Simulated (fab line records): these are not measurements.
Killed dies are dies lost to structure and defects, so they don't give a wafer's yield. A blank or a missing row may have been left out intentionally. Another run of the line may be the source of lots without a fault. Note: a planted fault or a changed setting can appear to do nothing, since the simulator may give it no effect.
Matching of chambers || flow n5 finfet || N5_BEOL_M9_PECVD_70 on pecvd-01 has 3 sister chambers
The step deposits SiO2 from TEOS/O2, target thk 20 nm, time 22.7 s. 3 wafers are shown with their chamber, then 9 later ones without.

== WAFERS WITH THEIR CHAMBER ==
{"wafer": "L083.6", "chamber": 2, "throttle valve pct (%)": 21.3}
{"wafer": "L088.1", "chamber": 0, "throttle valve pct (%)": 23.0}
{"wafer": "L088.5", "chamber": 1, "throttle valve pct (%)": 22.3}

== WAFERS WHOSE CHAMBER IS MISSING ==
{"wafer": "L092.1", "throttle valve pct (%)": 23.1}
{"wafer": "L092.3", "throttle valve pct (%)": 21.2}
{"wafer": "L092.4", "throttle valve pct (%)": 21.1}
{"wafer": "L095.3", "throttle valve pct (%)": 21.2}
{"wafer": "L095.4", "throttle valve pct (%)": 21.2}
{"wafer": "L095.6", "throttle valve pct (%)": 22.2}
{"wafer": "L096.1", "throttle valve pct (%)": 21.4}
{"wafer": "L096.5", "throttle valve pct (%)": 21.5}
{"wafer": "L096.6", "throttle valve pct (%)": 22.0}

== WHICH CHAMBER EACH ONE RAN IN ==
{"wafer": "L092.1", "from the rows above": 0, "in truth": 0}
{"wafer": "L092.3", "from the rows above": 2, "in truth": 2}
{"wafer": "L092.4", "from the rows above": 2, "in truth": 2}
{"wafer": "L095.3", "from the rows above": 2, "in truth": 2}
{"wafer": "L095.4", "from the rows above": 2, "in truth": 2}
{"wafer": "L095.6", "from the rows above": 1, "in truth": 1}
{"wafer": "L096.1", "from the rows above": 2, "in truth": 2}
{"wafer": "L096.5", "from the rows above": 2, "in truth": 2}
{"wafer": "L096.6", "from the rows above": 1, "in truth": 1}
Correct placement for 9 of the 9. Number that these rows cannot place: 0. Placed wrongly: 0.
How it was worked out, from the rows above alone: a wafer's distance from a chamber is the root of the sum, over the readings, of the square of ((its reading less the chamber's mean) divided by the reading's scatter). The wafer belongs to the nearest chamber; if the next one is less than 2 further off, it can't be placed. A chamber's mean is the mean of its shown wafers. The scatter: root of mean squared gap, hidden wafer to nearest shown wafer, with one shown wafer a chamber.
